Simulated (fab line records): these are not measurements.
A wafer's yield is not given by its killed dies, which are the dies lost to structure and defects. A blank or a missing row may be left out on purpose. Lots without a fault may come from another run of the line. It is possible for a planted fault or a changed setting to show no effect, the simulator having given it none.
A struck lot beside a sound one :: flow nand_harc :: 24 out of 1159 route steps
Sound: these wafers, L292.2, L292.3, L292.5. The struck wafers were L298.1, L298.2, L298.6. The cause is given at the end.
For every step that has rows: the tool of each side, followed by ch and its chambers, followed by its first start. Under that, the readings that differ: sound wafers :: struck wafers :: difference of the means :: sigmas: that difference in standard deviations of wafers without a fault.
alike: words and numbers the same on both sides, and readings whose means are apart by under 2 such deviations; not compared: readings that were withheld, readings missing a value for some wafer, numbers with overlapping values and no deviation given by the record, and bounds like >300 which may hide the same value.
A row with sigmas, a row that says differs or no value, or rows on one side alone: a step with any of these is where the two part. Non-overlapping numbers with no deviation appear without sigmas and do not part them. A reading missing from all wafers of one side parts the sides only when that side holds two or more wafers.

first, 1 step without rows for these wafers: NHARC_P_M0_SRD_25.
NHARC_P_M0_INSPECT_27:
  sound on defect_inspect-01 at day 7 05:13; struck on defect_inspect-02 at day 9 01:11
  alike: raw_defect_count
NHARC_P_M0_PRE_CLEAN_31: time 12 s.
  sound on pecvd-03 ch 0,1,2, day 7 05:18; struck on pecvd-03 ch 0,2, day 9 01:16
  alike: heater_power_w
NHARC_P_M0_DEP_32: deposits SiCN, target thk 30 nm.
  sound on pecvd-03 ch 0,1,2, day 7 05:25; struck on pecvd-03 ch 0,2, day 9 01:23
  alike: heater_power_w
then, 7 steps without rows for these wafers: NHARC_P_M1_DEP_00 (deposits SiOC, target thk 182.5 nm); NHARC_P_M1_DEHYDRATE_01 (time 120 s); NHARC_P_M1_HMDS_02 (time 30 s); NHARC_P_M1_COAT_34 (time 65 s); NHARC_P_M1_COAT_03 (resist thk 90 nm); NHARC_P_M1_SOFTBAKE_04 (time 55 s); NHARC_P_M1_EBR_05.
NHARC_P_M1_EXPOSE_06: exposes mask P M1, target cd 130 nm.
  sound on arfi_scanner-02 ch 0, day 7 06:29; struck on arfi_scanner-02 ch 0, day 9 02:27
reading: exposure_dose_mJ_cm2
sound: 81.73 81.90 81.89
struck: 50.74 50.67 50.82
difference: -31.10
sigmas: -99 or more
  alike: mask
then, 2 steps without rows for these wafers: NHARC_P_M1_PEB_07 (peb time 65 s); NHARC_P_M1_DEVELOP_08 (develop time 35 s).
NHARC_P_M1_CD_MEAS_09: the cd target is 130 nm.
  sound on cd_sem-03 ch 0, day 7 06:37; struck on cd_sem-01 ch 0, day 9 02:35
reading: cd_nm (nm)
sound: 130.7 131.4 131.1
struck: 101.5 101.5 101.2
difference: -29.7
sigmas: -36
NHARC_P_M1_OVL_MEAS_10: pitch 260 nm.
  sound on overlay-02 at day 7 06:42; struck on overlay-02 at day 9 02:41
  alike: overlay_x_nm, overlay_y_nm
NHARC_P_M1_INSPECT_11:
  sound on defect_inspect-02 at day 7 06:46; struck on defect_inspect-02 at day 9 02:43
  alike: raw_defect_count
NHARC_P_M1_DESCUM_14: chemistry O2, time 3 s.
  sound on rie_diel-05 ch 0,2, day 7 06:50; struck on rie_diel-05 ch 1,2,3, day 9 02:47
reading: model.P_M1.cd_nm (nm)
sound: 130.5 132.3 131.3
struck: 101.7 102 100.4
difference: -30.0
sigmas: 
  alike: drypump_motor_current_A, oes_product_au, rf_vpp_V, showerhead_plenum_p_Torr, throttle_valve_pct
  not compared: rf_hours_counter_h
NHARC_P_M1_ETCH_35: etches the open film in N2/H2, target depth 40 nm, overetch 12 nm, time 43.94 s.
  sound on rie_diel-05 ch 0,2,3, day 7 06:55; struck on rie_diel-05 ch 0,1,2, day 9 02:52
  alike: drypump_motor_current_A, h2_flow_sccm, oes_product_au, rf_vpp_V, showerhead_plenum_p_Torr, throttle_valve_pct
  not compared: rf_hours_counter_h
NHARC_P_M1_ETCH_15: etches the open film in C4F8/Ar, target depth 182.5 nm, time 91.2 s.
  sound on rie_diel-05 ch 0,1,2; struck on rie_diel-05 ch 1,2
  alike: oes_product_au, rf_vpp_V
  not compared: rf_hours_counter_h
NHARC_P_M1_CD_MEAS_16:
  sound on cd_sem-02 at day 7 07:08; struck on cd_sem-01 at day 9 03:05
reading: cd_nm (nm)
sound: 130.6 133.1 131.7
struck: 101.8 101.4 100.2
difference: -30.7
sigmas: -31
NHARC_P_M1_STRIP_18: strips in N2/H2.
  sound on rie_diel-05 ch 1,2,3, day 7 07:16; struck on rie_diel-05 ch 1,3, day 9 03:11
  alike: drypump_motor_current_A, h2_flow_sccm, oes_product_au, rf_vpp_V, showerhead_plenum_p_Torr, throttle_valve_pct
  not compared: rf_hours_counter_h
NHARC_P_M1_ETCH_28: etches the open film in CF4/N2, target depth 30 nm, time 72.99 s.
  sound on rie_diel-05 ch 0,1,3; struck on rie_diel-05 ch 0,2
reading: model.P_M1.cd_nm (nm)
sound: 131.3 132.7 132.3
struck: 101.2 101.8 99.34
difference: -31.3
sigmas: 
  alike: drypump_motor_current_A, oes_product_au, rf_vpp_V, showerhead_plenum_p_Torr, throttle_valve_pct
  not compared: rf_hours_counter_h
then, 1 step without rows for these wafers: NHARC_P_M1_STRIP_19 (strips in post etch residue remover, time 600 s).

== WHERE THEY PART ==
At NHARC_P_M1_EXPOSE_06 first; at NHARC_P_M1_CD_MEAS_16 last (within this record only). Later steps at which nothing parts them and some readings are alike: NHARC_P_M1_STRIP_18, NHARC_P_M1_ETCH_28.

WHY: the cause the simulator had injected
Process parameter drift: arfi_scanner-02, from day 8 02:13 on, at NHARC_P_M1_EXPOSE_06. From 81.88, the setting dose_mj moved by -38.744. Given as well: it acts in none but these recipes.
